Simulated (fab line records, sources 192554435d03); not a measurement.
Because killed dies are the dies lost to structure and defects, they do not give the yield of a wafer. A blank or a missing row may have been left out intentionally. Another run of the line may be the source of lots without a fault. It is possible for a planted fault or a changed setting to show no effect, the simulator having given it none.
fab line records -- flow n5Finfet
[record] lots = 6, wafers = 18, lastDay = 17
route steps=1938 shown BEOL_M3@931
lots with no fault: from the same line, run without faults
startH: start of the lot's first displayed wafer, in hours after the record's first day -- waitH: hours from the lot's prior step to this one -- " identical to the entry in the row above -- L1.1+2: a row that stands for several wafers -- - no value, or no start was given -- * or withheld: withheld -- < > ~ a bound
route shown NAME@n: NAME is a module with steps in the file, n the number in the route of the first one -- usual: the fault-free wafers' mean and standard deviation -- same: alike in all rows -- chamber/n: place in a boat -- sites: the reading at each site -- _std_site: how widely they spread, as a standard deviation -- _edge_site: inner sites' mean taken away from outer sites' mean -- radiusMm: how far each site lies from the wafer's centre -- mask NAME#n: copy n -- behind: the most recent tool/chamber to have shaped the wafer -- hold: why the lot went on hold/how many hours it stayed there/how the hold came to an end -- device: the transistor (n, p or np) that didn't switch -- end of line: tests run on the same wafers once the route is complete -- a step with no rows: only its recipe -- killed: dies that structure and defects cost at the first sort, which is not the same as the wafer's yield -- map: a wafer's dies, x killed, . not, _ none there
set.NAME: the setting as run; set.NAME@STEP: as run at that earlier step -- model.NAME: the simulator's own value behind a step, which no gauge read
lots seen at some steps along the route; tables by step, rows by wafer
services: the hour from which a tool's chamber was out of use, counted from the record's first day as startH (under 0 if before that day), plus the number of hours and why
[[steps]]
[step N5_BEOL_M3_ILD_DEP_00]
[recipe] material = SiOC, targetThkA = 790, tempC = 350, precursor = DEMS/O2, pressureTorr = 5, rfW = 500, timeS = 15.3
[usual] heaterPowerW = 469/74, showerheadPlenumPTorr = 5.686/0.017, showerheadVppV = 1417/62, throttleValvePct = 12.2/1.2
[same] timeS = 15.3
lot.wafer,tool,chamber,startH,waitH,heaterPowerW,showerheadPlenumPTorr,showerheadVppV,throttleValvePct
L193.1,pecvd-04,2,141.13,0.0,662,5.686,1515,12.4
L193.2,pecvd-04,1,141.13,0.0,381,5.682,1338,11.8
L193.5,pecvd-04,1,141.13,0.0,390,5.703,1342,12.0
L197.1,pecvd-02,0,176.74,0.0,377,5.726,1457,11.2
L197.4,pecvd-02,1,176.74,0.0,486,5.707,1388,11.8
L197.5,pecvd-02,0,176.74,0.0,376,5.716,1464,11.0
L198.2,pecvd-04,2,184.82,0.0,677,5.678,1496,12.7
L198.3,pecvd-04,1,184.82,0.0,415,5.692,1319,12.2
L198.5,pecvd-04,2,184.82,0.0,663,5.672,1527,12.7
L203.2,pecvd-04,1,219.54,0.0,425,5.710,1324,11.9
L203.3,pecvd-04,1,219.54,0.0,425,5.684,1329,12.1
L203.5,pecvd-04,0,219.54,0.0,419,5.672,1343,11.8
L215.1,pecvd-03,2,280.25,0.0,445,5.670,1366,11.0
L215.2,pecvd-03,0,280.25,0.0,451,5.690,1418,14.6
L215.4,pecvd-03,2,280.25,0.0,474,5.666,1371,10.9
L213.1,pecvd-04,0,280.50,0.0,422,5.681,1356,12.0
L213.2,pecvd-04,1,280.50,0.0,433,5.701,1318,12.1
L213.5,pecvd-04,0,280.50,0.0,429,5.691,1370,11.8
[step N5_BEOL_M3_THK_MEAS_01]
[recipe] reads = SiOC_of_BEOL_M3_ILD_DEP_00
[usual] M3_ILD_THK = 79.4/1.1
lot.wafer,tool,chamber,startH,waitH,M3_ILD_THK[nm]
L193.1,filmMetro-01,-,141.21,0.1,78.6
L193.2,filmMetro-01,-,141.21,0.1,77.9
L193.5,filmMetro-01,-,141.21,0.1,79.1
L197.1,filmMetro-01,-,176.81,0.0,78.8
L197.4,filmMetro-01,-,176.81,0.0,80.4
L197.5,filmMetro-01,-,176.81,0.0,80.5
L198.2,filmMetro-01,-,184.89,0.1,77.3
L198.3,filmMetro-01,-,184.89,0.1,78.1
L198.5,filmMetro-01,-,184.89,0.1,78.7
L203.2,filmMetro-01,-,219.62,0.1,78.2
L203.3,filmMetro-01,-,219.62,0.1,79.8
L203.5,filmMetro-01,-,219.62,0.1,79.6
L215.1,filmMetro-01,-,280.32,0.0,79.8
L215.2,filmMetro-01,-,280.32,0.0,79.8
L215.4,filmMetro-01,-,280.32,0.0,80.6
L213.1,filmMetro-01,-,280.57,0.0,79.5
L213.2,filmMetro-01,-,280.57,0.0,80.1
L213.5,filmMetro-01,-,280.57,0.0,80.5
[step N5_BEOL_M3_PECVD_72]
[recipe] material = SiO2, targetThkA = 160, tempC = 400, precursor = TEOS/O2, pressureTorr = 5.5, rfW = 450, teosFlowSccm = 53.8, gas = O2, flowSccm = 3000, timeS = 18
[usual] heaterPowerW = 709/110, showerheadPlenumPTorr = 8.76/0.068, showerheadVppV = 1345/61, throttleValvePct = 22.4/1.9
[same] timeS = 18
lot.wafer,tool,chamber,startH,waitH,heaterPowerW,showerheadPlenumPTorr,showerheadVppV,throttleValvePct
L193.1,pecvd-02,2,141.25,0.0,886,8.82,1295,20.9
L193.2,pecvd-02,0,141.25,0.0,551,8.86,1376,20.4
L193.5,pecvd-02,2,141.25,0.0,856,8.81,1314,20.9
L197.1,pecvd-02,1,176.84,0.0,707,8.81,1354,21.7
L197.4,pecvd-02,2,176.84,0.0,829,8.84,1316,20.8
L197.5,pecvd-02,1,176.84,0.0,707,8.80,1333,21.8
L198.2,pecvd-04,0,184.92,0.0,717,8.76,1266,22.3
L198.3,pecvd-04,2,184.92,0.0,835,8.70,1437,23.3
L198.5,pecvd-04,0,184.92,0.0,715,8.76,1284,21.9
L203.2,pecvd-03,0,219.66,0.0,782,8.76,1352,27.3
L203.3,pecvd-03,2,219.66,0.0,733,8.73,1282,20.2
L203.5,pecvd-03,0,219.66,0.0,778,8.75,1347,27.7
L215.1,pecvd-02,0,280.35,0.0,580,8.87,1395,20.7
L215.2,pecvd-02,1,280.35,0.0,726,8.81,1326,21.8
L215.4,pecvd-02,2,280.35,0.0,837,8.84,1286,21.0
L213.1,pecvd-03,1,280.60,0.0,651,8.65,1432,23.2
L213.2,pecvd-03,0,280.60,0.0,717,8.74,1349,27.5
L213.5,pecvd-03,0,280.60,0.0,734,8.75,1348,27.7
[step N5_BEOL_M3_HM_DEP_02]
[recipe] material = TiN, targetThkA = 200, tempC = 25, chamberPressurePa = 0.49996
[usual] throttleValvePct = 29.8/0.85
lot.wafer,tool,chamber,startH,waitH,throttleValvePct
L193.1,pvdSputter-01,-,142.28,1.0,28.7
L193.2,pvdSputter-01,-,142.28,1.0,29.9
L193.5,pvdSputter-01,-,142.28,1.0,28.8
L197.1,pvdSputter-02,-,179.03,2.2,30.7
L197.4,pvdSputter-02,-,179.03,2.2,29.4
L197.5,pvdSputter-02,-,179.03,2.2,31.0
L198.2,pvdSputter-01,-,185.75,0.8,28.6
L198.3,pvdSputter-01,-,185.75,0.8,30.5
L198.5,pvdSputter-01,-,185.75,0.8,28.8
L203.2,pvdSputter-01,-,221.70,2.0,30.4
L203.3,pvdSputter-01,-,221.70,2.0,30.0
L203.5,pvdSputter-01,-,221.70,2.0,28.1
L215.1,pvdSputter-02,-,281.59,1.2,29.9
L215.2,pvdSputter-02,-,281.59,1.2,30.4
L215.4,pvdSputter-02,-,281.59,1.2,30.9
L213.1,pvdSputter-03,-,281.67,1.0,30.7
L213.2,pvdSputter-03,-,281.67,1.0,30.9
L213.5,pvdSputter-03,-,281.67,1.0,29.4
[step N5_BEOL_M3_COAT_61]
[recipe] resist = SOC, tempC = 250, timeS = 60, spinRpm = 1500, resistThkNm = 60
[step N5_BEOL_M3_COAT_62]
[recipe] resist = SiARC, tempC = 220, timeS = 60, spinRpm = 1500, resistThkNm = 12
[step N5_BEOL_M3_COAT_73]
[recipe] resist = underlayer, tempC = 205, timeS = 60, spinRpm = 1500, resistThkNm = 5
[step N5_BEOL_M3_COAT_05]
[recipe] resist = CAR-EUV, spinRpm = 1500, resistThkNm = 30
[step N5_BEOL_M3_EBR_07]
[recipe] solvent = PGMEA, ebrWidthMm = 1.5
[step N5_BEOL_M3_SOFTBAKE_06]
[recipe] tempC = 110, timeS = 60, resist = CAR-EUV
[step N5_BEOL_M3_EXPOSE_08]
[recipe] maskId = M3, na = 0.33, sourceShape = dipole, sigmaInner = 0.369, sigmaOuter = 0.767, polarization = unpolarized, doseMj = 33
[step N5_BEOL_M3_PEB_09]
[recipe] pebTempC = 100, pebTimeS = 60, resist = CAR-EUV
[step N5_BEOL_M3_DEVELOP_10]
[recipe] developTimeS = 30, developer = TMAH, resist = CAR-EUV, rinseLiquid = surfactantRinse, dry = airSpin, devTempC = 23
[usual] chillPlateTempC = 23.00/0.11, developTimeS = 30/0
lot.wafer,tool,chamber,startH,waitH,chillPlateTempC,developTimeS,model.CAR-EUV_of_BEOL_M3_COAT_05.thkNm
L193.1,lithoTrack-01,0,142.74,-,23.17,30,29.6
L193.2,lithoTrack-01,0,142.74,-,23.12,30,29.6
L193.5,lithoTrack-01,0,142.74,-,23.12,30,29.6
L197.1,lithoTrack-03,-,179.36,-,-,-,30
L197.4,lithoTrack-03,-,179.36,-,-,-,29.8
L197.5,lithoTrack-03,-,179.36,-,-,-,30
L198.2,lithoTrack-02,-,186.21,-,-,-,30.2
L198.3,lithoTrack-02,-,186.21,-,-,-,30
L198.5,lithoTrack-02,-,186.21,-,-,-,30
L203.2,lithoTrack-01,0,222.15,-,22.94,30,29.4
L203.3,lithoTrack-01,0,222.15,-,23.12,30,29.4
L203.5,lithoTrack-01,0,222.15,-,23.14,30,29.4
L215.1,lithoTrack-01,0,282.05,-,23.03,30,29.6
L215.2,lithoTrack-01,0,282.05,-,22.97,30,29.4
L215.4,lithoTrack-01,0,282.05,-,22.96,30,29.6
L213.1,lithoTrack-03,0,282.09,-,23.12,30,29.6
L213.2,lithoTrack-03,0,282.09,-,23.24,30,29.4
L213.5,lithoTrack-03,0,282.09,-,22.99,30,29.4
[step N5_BEOL_M3_CD_MEAS_11]
[recipe] targetCdNm = 17.05, landingEnergyEv = 500, detector = seInlens, polarity = opening
[usual] cdNm = 17.06/0.24
lot.wafer,tool,chamber,startH,waitH,cdNm
L193.1,cdSem-03,0,142.80,-,16.60
L193.2,cdSem-03,0,142.80,-,17.05
L193.5,cdSem-03,0,142.80,-,16.99
L197.1,cdSem-03,0,179.42,-,-
L197.4,cdSem-03,0,179.42,-,-
L197.5,cdSem-03,0,179.42,-,-
L198.2,cdSem-02,0,186.27,-,-
L198.3,cdSem-02,0,186.27,-,-
L198.5,cdSem-02,0,186.27,-,-
L203.2,cdSem-03,0,222.21,-,16.88
L203.3,cdSem-03,0,222.21,-,17.17
L203.5,cdSem-03,0,222.21,-,16.92
L215.1,cdSem-01,0,282.11,-,16.74
L215.2,cdSem-01,0,282.11,-,17.36
L215.4,cdSem-01,0,282.11,-,16.90
L213.1,cdSem-01,0,282.14,-,17.28
L213.2,cdSem-01,0,282.14,-,17.32
L213.5,cdSem-01,0,282.14,-,16.80
[[services]]
tool,chamber,startH,hours,kind
pecvd-03,-,119.02,1.2,repair
pecvd-02,-,130.40,5.5,pm
lithoTrack-03,-,131.33,-,consumableReplace:filter
pecvd-04,1,132.25,2.1,scheduledDown
pvdSputter-02,-,134.70,2.2,repair
pecvd-04,2,134.94,5.5,scheduledDown
pvdSputter-01,-,138.71,1.8,repair
pecvd-04,1,156.71,4.8,repair
pecvd-02,-,177.81,12.4,repair
pecvd-03,2,180.79,5.7,repair
pecvd-04,0,188.67,5.5,scheduledDown
pecvd-04,2,202.38,-,clean
pecvd-04,2,202.38,-,consumableReplace:showerhead
pecvd-04,2,202.38,29.0,scheduledDown
pecvd-04,2,202.38,29.0,ventCycle
pecvd-02,-,218.26,16.8,repair
lithoTrack-01,-,220.33,-,consumableReplace:filter
pecvd-02,-,237.05,4.3,pm
pecvd-03,-,242.55,1.7,repair
pecvd-03,-,247.71,5.3,repair
[[key]]
[firstSign] step = N5_BEOL_M3_DEVELOP_10, reading = toolRecord, direction = missing
effect none on later readings
[modelEffect] step = N5_BEOL_M3_DEVELOP_10, value = CAR-EUV_of_BEOL_M3_COAT_05.thkNm, without = 29.5, struck = 30
metAt N5_BEOL_M3_DEVELOP_10
struckWafers L197.1,L197.4,L197.5,L198.2,L198.3,L198.5
laterRowsLeftOut L197.1,L197.4,L197.5,L198.2,L198.3,L198.5
sortLeftOut L197.1,L197.4,L197.5,L198.2,L198.3,L198.5
[fault] kind = skippedStepWhole, tool = lithoTrack-02,lithoTrack-03, chamber = -, onsetH = 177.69, steps = N5_BEOL_M3_DEVELOP_10, scope = struckLotsOnly
// sortLeftOut: the simulated sort isn't trusted on such a fault, so these wafers' sort isn't shown, and their yield isn't known
// laterRowsLeftOut: the simulator's readings of these wafers behind a module that went badly wrong aren't trusted and aren't shown, but for the sort
